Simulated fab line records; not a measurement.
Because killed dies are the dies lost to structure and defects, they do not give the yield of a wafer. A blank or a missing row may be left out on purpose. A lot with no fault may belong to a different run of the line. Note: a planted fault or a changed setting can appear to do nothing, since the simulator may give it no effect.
Which tool was responsible?	flow n5-finfet	21 lots with 63 wafers sampled at 6 steps, on a route of 1938 steps

WHAT THE GAUGES READ, wafer by wafer
N5_BEOL_M4_INSPECT_59: inspects for defects (darkfield). Usual: raw-defect-count 67, standard deviation 25.
lot	measured	on	raw-defect-count	flag
L074	day 7 15:08	defect-inspect-02	86 79 93	
L076	day 8 00:14	defect-inspect-02	62 41 45	
L075	day 8 02:57	defect-inspect-02	45 72 51	
L077	day 9 00:26	defect-inspect-02	48 49 43	
L079	day 9 04:23	defect-inspect-01	127 111 106	
L078	day 9 07:12	defect-inspect-02	119 126 86	
L080	day 9 11:43	defect-inspect-01	39 51 68	
L081	day 9 10:04	defect-inspect-01	38 28 44	
L082	day 9 12:11	defect-inspect-02	58 59 74	
L083	day 10 02:05	defect-inspect-01	107 89 89	
L084	day 10 05:29	defect-inspect-01	106 55 75	
L086	day 11 02:07	defect-inspect-02	82 55 52	
L088	day 11 04:40	defect-inspect-01	67 73 79	
L087	day 11 07:07	defect-inspect-01	44 56 35	
L089	day 11 21:57	defect-inspect-02	97 66 62	
L091	day 12 00:11	defect-inspect-02	42 40 58	
L093	day 12 09:44	defect-inspect-01	57 53 64	
L094	day 12 18:55	defect-inspect-02	51 41 54	
L095	day 13 02:17	defect-inspect-02	64 62 50	
L096	day 13 18:51	defect-inspect-02	49 44 72	
L097	day 13 22:41	defect-inspect-02	43 61 77	

WHAT TOOL EACH LOT RAN ON (gives the tool, then ch and the chambers of the sampled wafers, and finally the start)
lot	N5_BEOL_M4_DESCUM_16	N5_BEOL_M4_VIA_ETCH_34	N5_BEOL_M4_STRIP_36	N5_BEOL_M4_STRIP_97	N5_BEOL_M4_ANNEAL_49
L074	rie-diel-03 ch 0,2, day 7 08:12	rie-diel-06 ch 0,2, day 7 10:56	rie-diel-06 ch 0,2, day 7 10:59	rie-diel-06 ch 0,2, day 7 12:23 or earlier	pvd-sputter-01, day 7 12:23
L076	rie-diel-05 ch 0,2, day 7 17:43	rie-diel-03 ch 0,1,3, day 7 19:34	rie-diel-03 ch 0,1,3, day 7 19:38	rie-diel-03 ch 0,1,3, day 7 21:14 or earlier	pvd-sputter-01, day 7 21:14
L075	rie-diel-05 ch 0,1,3, day 7 19:10	rie-diel-03 ch 0,1, day 7 22:32	rie-diel-03 ch 0,1, day 7 22:36	rie-diel-03 ch 0,1, day 8 00:10 or earlier	pvd-sputter-03, day 8 00:10
L077	rie-diel-06 ch 0,1, day 8 18:32	rie-diel-03 ch 2,3, day 8 20:23	rie-diel-03 ch 2,3, day 8 20:27	rie-diel-03 ch 2,3, day 8 21:41 or earlier	pvd-sputter-03, day 8 21:41
L079	rie-diel-06 ch 0,1,3, day 8 22:11	rie-diel-03 ch 0,1, day 8 23:32	rie-diel-03 ch 0,1, day 8 23:36	rie-diel-03 ch 0,1, day 9 01:11 or earlier	pvd-sputter-02, day 9 01:11
L078	rie-diel-06 ch 0,1,3, day 8 22:48	rie-diel-06 ch 0,3, day 9 02:30	rie-diel-06 ch 0,3, day 9 02:34	rie-diel-06 ch 0,3, day 9 04:17 or earlier	pvd-sputter-01, day 9 04:17
L080	rie-diel-03 ch 1,2,3, day 9 03:31	rie-diel-06 ch 0,1,2, day 9 05:53	rie-diel-06 ch 0,1,2, day 9 05:57	rie-diel-06 ch 0,1,2, day 9 08:58 or earlier	pvd-sputter-01, day 9 08:58
L081	rie-diel-03 ch 1,2, day 9 04:05	rie-diel-03 ch 0,2,3, day 9 05:40	rie-diel-03 ch 0,2,3, day 9 05:44	rie-diel-03 ch 0,2,3, day 9 07:03 or earlier	pvd-sputter-01, day 9 07:03
L082	rie-diel-05 ch 0,1,3, day 9 04:42	rie-diel-03 ch 1,2,3, day 9 06:08	rie-diel-03 ch 1,2,3, day 9 06:12	rie-diel-03 ch 1,2,3, day 9 09:16 or earlier	pvd-sputter-02, day 9 09:16
L083	rie-diel-05 ch 1,2,3, day 9 11:38	rie-diel-06 ch 0,1,3, day 9 18:22	rie-diel-06 ch 0,1,3, day 9 18:26	rie-diel-06 ch 0,1,3, day 9 21:48 or earlier	pvd-sputter-03, day 9 21:48
L084	rie-diel-06 ch 0,1,3, day 9 11:59	rie-diel-06 ch 0,1,3, day 10 01:09	rie-diel-06 ch 0,1,3, day 10 01:13	rie-diel-06 ch 0,1,3, day 10 02:43 or earlier	pvd-sputter-03, day 10 02:43
L086	rie-diel-03 ch 0,2,3, day 10 19:46	rie-diel-05 ch 0,1,2, day 10 21:37	rie-diel-05 ch 0,1,2, day 10 21:41	rie-diel-05 ch 0,1,2, day 10 23:22 or earlier	pvd-sputter-03, day 10 23:22
L088	rie-diel-05 ch 1,2, day 10 22:15	rie-diel-06 ch 1,2,3, day 10 23:34	rie-diel-06 ch 1,2,3, day 10 23:38	rie-diel-06 ch 1,2,3, day 11 01:50 or earlier	pvd-sputter-01, day 11 01:50
L087	rie-diel-05 ch 1,2, day 10 22:29	rie-diel-03 ch 1,2,3, day 11 02:59	rie-diel-03 ch 1,2,3, day 11 03:02	rie-diel-03 ch 1,2,3, day 11 04:21 or earlier	pvd-sputter-01, day 11 04:21
L089	rie-diel-05 ch 0,1, day 11 07:48	rie-diel-03 ch 0,2,3, day 11 17:35	rie-diel-03 ch 0,2,3, day 11 17:38	rie-diel-03 ch 0,2,3, day 11 19:09 or earlier	pvd-sputter-02, day 11 19:09
L091	rie-diel-05 ch 0,1, day 11 11:08	rie-diel-03 ch 1,2,3, day 11 19:44	rie-diel-03 ch 1,2,3, day 11 19:47	rie-diel-03 ch 1,2,3, day 11 21:18 or earlier	pvd-sputter-02, day 11 21:18
L093	rie-diel-03 ch 2,3, day 12 02:53	rie-diel-05 ch 0,1,2, day 12 05:10	rie-diel-05 ch 0,1,2, day 12 05:14	rie-diel-05 ch 0,1,2, day 12 06:49 or earlier	pvd-sputter-03, day 12 06:49
L094	rie-diel-03 ch 1,3, day 12 11:13	rie-diel-06 ch 1,2, day 12 13:55	rie-diel-06 ch 1,2, day 12 13:58	rie-diel-06 ch 1,2, day 12 16:05 or earlier	pvd-sputter-03, day 12 16:05
L095	rie-diel-05 ch 0,1,2, day 12 19:25	rie-diel-03 ch 0,1, day 12 22:16	rie-diel-03 ch 0,1, day 12 22:19	rie-diel-03 ch 0,1, day 12 23:30 or earlier	pvd-sputter-01, day 12 23:30
L096	rie-diel-06 ch 0,3, day 13 01:55	rie-diel-06 ch 0,2, day 13 14:53	rie-diel-06 ch 0,2, day 13 14:56	rie-diel-06 ch 0,2, day 13 16:05 or earlier	pvd-sputter-01, day 13 16:05
L097	rie-diel-03 ch 0,3, day 13 06:02	rie-diel-06 ch 0,1,2, day 13 18:13	rie-diel-06 ch 0,1,2, day 13 18:16	rie-diel-06 ch 0,1,2, day 13 19:50 or earlier	pvd-sputter-02, day 13 19:50
- N5_BEOL_M4_DESCUM_16: chemistry O2, time 7 s.
- N5_BEOL_M4_VIA_ETCH_34: etches the open film in C4F6/O2, target depth 69.4 nm, time 65.9 s.
- N5_BEOL_M4_STRIP_36: strips in N2/H2.
- N5_BEOL_M4_STRIP_97: strips in N2/H2, time 10 s.
- N5_BEOL_M4_ANNEAL_49: time 240 s.

AS READ BY THE TOOLS THEMSELVES (means over the sampled wafers that have a number; for cases with no such wafer, the mark the record gives instead)
N5_BEOL_M4_DESCUM_16. Usual: drypump-motor-current-A 5.6 A, standard deviation 0.41; o2-flow-sccm 224.9 sccm, standard deviation 0.65; oes-product-au 0.79 a.u., standard deviation 0.092; rf-vpp-V 243.1 V, standard deviation 1.3; showerhead-plenum-p-Torr 2.09 Torr, standard deviation 0.074; throttle-valve-pct 20.41 %, standard deviation 0.18.
lot	tool	drypump-motor-current-A (A)	o2-flow-sccm (sccm)	oes-product-au (a.u.)	rf-vpp-V (V)	showerhead-plenum-p-Torr (Torr)	throttle-valve-pct (%)	flag
L074	rie-diel-03	6.1	225.0	0.80	242.8	2.03	20.51	
L076	rie-diel-05	5.7	224.8	0.72	244.3	2.11	20.34	
L075	rie-diel-05	5.4	224.6	0.79	242.2	2.07	20.45	
L077	rie-diel-06	5.3	224.2	0.74	242.7	2.11	20.34	
L079	rie-diel-06	5.6	225.2	0.72	242.7	2.08	20.43	
L078	rie-diel-06	5.6	224.8	0.72	242.9	2.08	20.42	
L080	rie-diel-03	5.7	225.2	0.85	243.9	2.07	20.47	
L081	rie-diel-03	5.9	224.9	0.80	242.4	2.06	20.54	
L082	rie-diel-05	5.4	225.0	0.79	242.8	2.07	20.48	
L083	rie-diel-05	5.3	224.2	0.79	242.2	2.09	20.36	
L084	rie-diel-06	5.6	225.0	0.72	243.3	2.08	20.43	
L086	rie-diel-03	6.0	224.7	0.79	242.2	2.02	20.49	
L088	rie-diel-05	5.4	224.5	0.72	243.0	2.10	20.35	
L087	rie-diel-05	5.5	224.7	0.73	244.0	2.14	20.24	
L089	rie-diel-05	5.5	224.5	0.69	243.2	2.06	20.50	
L091	rie-diel-05	5.4	225.0	0.70	242.6	2.07	20.49	
L093	rie-diel-03	6.0	225.0	0.75	241.7	2.01	20.49	
L094	rie-diel-03	5.4	225.6	0.88	243.5	2.11	20.54	
L095	rie-diel-05	5.5	225.3	0.70	243.8	2.10	20.40	
L096	rie-diel-06	6.0	224.5	0.76	242.4	2.04	20.41	
L097	rie-diel-03	5.9	224.5	0.79	242.9	2.02	20.53	

N5_BEOL_M4_VIA_ETCH_34. Usual: drypump-motor-current-A 5.7 A, standard deviation 0.43; oes_o_777_au 0.80 a.u., standard deviation 0.084; oes-product-au 0.80 a.u., standard deviation 0.092; rf-vpp-V 668 V, standard deviation 11; showerhead-plenum-p-Torr 2.82 Torr, standard deviation 0.095; throttle-valve-pct 30.66 %, standard deviation 0.19.
lot	tool	drypump-motor-current-A (A)	oes_o_777_au (a.u.)	oes-product-au (a.u.)	rf-vpp-V (V)	showerhead-plenum-p-Torr (Torr)	throttle-valve-pct (%)	flag
L074	rie-diel-06	5.5	0.70	0.67	657	2.75	30.57	
L076	rie-diel-03	5.7	0.90	0.91	674	2.81	30.79	
L075	rie-diel-03	5.6	0.94	0.94	679	2.85	30.81	
L077	rie-diel-03	6.0	0.79	0.79	666	2.74	30.71	
L079	rie-diel-03	5.6	0.91	0.90	680	2.85	30.83	
L078	rie-diel-06	5.5	0.71	0.69	677	2.85	30.79	
L080	rie-diel-06	5.3	0.81	0.80	667	2.92	30.55	
L081	rie-diel-03	6.0	0.81	0.80	666	2.75	30.79	
L082	rie-diel-03	5.7	0.85	0.85	674	2.80	30.72	
L083	rie-diel-06	5.6	0.73	0.72	670	2.82	30.64	
L084	rie-diel-06	5.6	0.72	0.71	670	2.82	30.63	
L086	rie-diel-05	5.5	0.72	0.71	664	2.86	30.65	
L088	rie-diel-06	5.8	0.79	0.78	661	2.84	30.45	
L087	rie-diel-03	5.7	0.83	0.82	674	2.79	30.74	
L089	rie-diel-03	6.0	0.79	0.78	666	2.74	30.81	
L091	rie-diel-03	5.7	0.83	0.82	674	2.79	30.74	
L093	rie-diel-05	5.5	0.72	0.70	665	2.85	30.66	
L094	rie-diel-06	5.5	0.79	0.78	660	2.88	30.41	
L095	rie-diel-03	5.6	0.86	0.85	679	2.84	30.85	
L096	rie-diel-06	5.4	0.88	0.88	664	2.96	30.49	
L097	rie-diel-06	5.4	0.84	0.84	666	2.90	30.53	

N5_BEOL_M4_STRIP_36. Usual: drypump-motor-current-A 5.7 A (standard deviation 0.43); h2-flow-sccm 200.0 sccm (standard deviation 0.59); n2-flow-sccm 200.0 sccm (standard deviation 0.52); oes-product-au 0.80 a.u. (standard deviation 0.095); rf-vpp-V 59.2 V (standard deviation 1.5); showerhead-plenum-p-Torr 2.52 Torr (standard deviation 0.095); throttle-valve-pct 23.53 % (standard deviation 0.26).
lot	tool	drypump-motor-current-A (A)	h2-flow-sccm (sccm)	n2-flow-sccm (sccm)	oes-product-au (a.u.)	rf-vpp-V (V)	showerhead-plenum-p-Torr (Torr)	throttle-valve-pct (%)	flag
L074	rie-diel-06	5.4	199.4	200.2	0.68	59.4	2.47	23.58	
L076	rie-diel-03	5.7	200.2	199.9	0.91	57.8	2.51	23.58	
L075	rie-diel-03	5.6	199.9	200.3	0.93	59.3	2.55	23.67	
L077	rie-diel-03	6.0	200.0	200.2	0.79	59.0	2.45	23.74	
L079	rie-diel-03	5.6	200.3	200.2	0.91	58.6	2.55	23.68	
L078	rie-diel-06	5.5	199.8	200.7	0.71	59.1	2.53	23.68	
L080	rie-diel-06	5.4	199.9	199.9	0.80	61.3	2.62	23.39	
L081	rie-diel-03	6.0	200.1	200.3	0.80	57.9	2.45	23.60	
L082	rie-diel-03	5.7	200.2	199.6	0.86	59.2	2.51	23.73	
L083	rie-diel-06	5.6	199.8	200.0	0.71	59.6	2.51	23.45	
L084	rie-diel-06	5.6	200.1	200.4	0.71	60.3	2.51	23.44	
L086	rie-diel-05	5.5	200.1	200.0	0.72	59.1	2.54	23.51	
L088	rie-diel-06	5.8	199.4	200.2	0.78	60.7	2.54	23.26	
L087	rie-diel-03	5.7	199.8	199.9	0.82	60.7	2.50	23.76	
L089	rie-diel-03	5.9	200.2	199.9	0.78	60.2	2.44	23.66	
L091	rie-diel-03	5.7	199.7	200.4	0.83	58.6	2.50	23.78	
L093	rie-diel-05	5.5	199.3	200.1	0.71	58.6	2.54	23.50	
L094	rie-diel-06	5.5	200.6	200.1	0.79	58.7	2.58	23.15	
L095	rie-diel-03	5.6	200.5	199.7	0.85	60.0	2.53	23.73	
L096	rie-diel-06	5.5	200.2	199.6	0.89	59.8	2.66	23.40	
L097	rie-diel-06	5.3	199.8	199.3	0.83	59.5	2.60	23.35	

N5_BEOL_M4_STRIP_97. Usual: drypump-motor-current-A 5.7 A (standard deviation 0.43); h2-flow-sccm 200.0 sccm (standard deviation 0.58); n2-flow-sccm 200.0 sccm (standard deviation 0.58); oes-product-au 0.80 a.u. (standard deviation 0.095); rf-vpp-V 59.1 V (standard deviation 0.93); showerhead-plenum-p-Torr 2.52 Torr (standard deviation 0.095); throttle-valve-pct 23.53 % (standard deviation 0.26).
lot	tool	drypump-motor-current-A (A)	h2-flow-sccm (sccm)	n2-flow-sccm (sccm)	oes-product-au (a.u.)	rf-vpp-V (V)	showerhead-plenum-p-Torr (Torr)	throttle-valve-pct (%)	flag
L074	rie-diel-06	5.4	200.4	200.4	0.68	59.2	2.47	23.57	
L076	rie-diel-03	5.7	200.2	200.0	0.91	58.6	2.51	23.59	
L075	rie-diel-03	5.6	200.3	200.4	0.93	58.4	2.55	23.67	
L077	rie-diel-03	6.0	199.7	199.5	0.78	58.5	2.45	23.76	
L079	rie-diel-03	5.6	199.8	200.0	0.91	58.6	2.55	23.68	
L078	rie-diel-06	5.5	199.7	200.3	0.70	60.2	2.53	23.69	
L080	rie-diel-06	5.3	200.1	199.9	0.80	60.0	2.62	23.39	
L081	rie-diel-03	6.0	199.8	200.6	0.80	58.2	2.45	23.62	
L082	rie-diel-03	5.7	200.3	200.5	0.85	59.2	2.51	23.74	
L083	rie-diel-06	5.6	200.0	199.5	0.71	59.8	2.51	23.43	
L084	rie-diel-06	5.6	199.7	199.8	0.72	59.3	2.51	23.44	
L086	rie-diel-05	5.5	199.4	199.6	0.72	59.7	2.54	23.52	
L088	rie-diel-06	5.8	200.3	200.2	0.78	59.5	2.54	23.26	
L087	rie-diel-03	5.7	200.3	200.2	0.83	59.1	2.50	23.76	
L089	rie-diel-03	6.0	200.3	200.4	0.78	58.2	2.44	23.62	
L091	rie-diel-03	5.7	200.3	199.8	0.82	58.3	2.50	23.77	
L093	rie-diel-05	5.5	200.2	199.8	0.71	59.1	2.54	23.53	
L094	rie-diel-06	5.5	200.2	200.5	0.78	59.0	2.58	23.16	
L095	rie-diel-03	5.6	199.7	200.4	0.85	59.3	2.54	23.74	
L096	rie-diel-06	5.5	200.1	200.4	0.89	59.0	2.66	23.40	
L097	rie-diel-06	5.4	200.3	200.6	0.83	58.7	2.60	23.33	

N5_BEOL_M4_ANNEAL_49. Usual: heater-power-w 916 W, standard deviation 120.
lot	tool	heater-power-w (W)	flag
L074	pvd-sputter-01	1061	
L076	pvd-sputter-01	911	
L075	pvd-sputter-03	872	
L077	pvd-sputter-03	714	
L079	pvd-sputter-02	817	
L078	pvd-sputter-01	924	
L080	pvd-sputter-01	924	
L081	pvd-sputter-01	1003	
L082	pvd-sputter-02	948	
L083	pvd-sputter-03	892	
L084	pvd-sputter-03	898	
L086	pvd-sputter-03	808	
L088	pvd-sputter-01	1050	
L087	pvd-sputter-01	983	
L089	pvd-sputter-02	884	
L091	pvd-sputter-02	906	
L093	pvd-sputter-03	902	
L094	pvd-sputter-03	896	
L095	pvd-sputter-01	939	
L096	pvd-sputter-01	988	
L097	pvd-sputter-02	990	

THE ANSWER, worked out from the rows above alone
Rule: lot off if the mean of its wafers having a number is beyond 3 standard deviations from the usual mean. A lot without any number at a reading at which 4 lots or more have one is off too. Any other lot the step has rows for is counted as sound. Order of review: gauges by route order, followed by the tools' own readings, for which a lot's mean as printed above is used. At the first step where some lot is off, the reading lying furthest off is the one used; lots without a number count as furthest.
Across all readings shown, no lot is off: no conclusion can be drawn from this.

WHAT THE SIMULATOR HAD INSERTED
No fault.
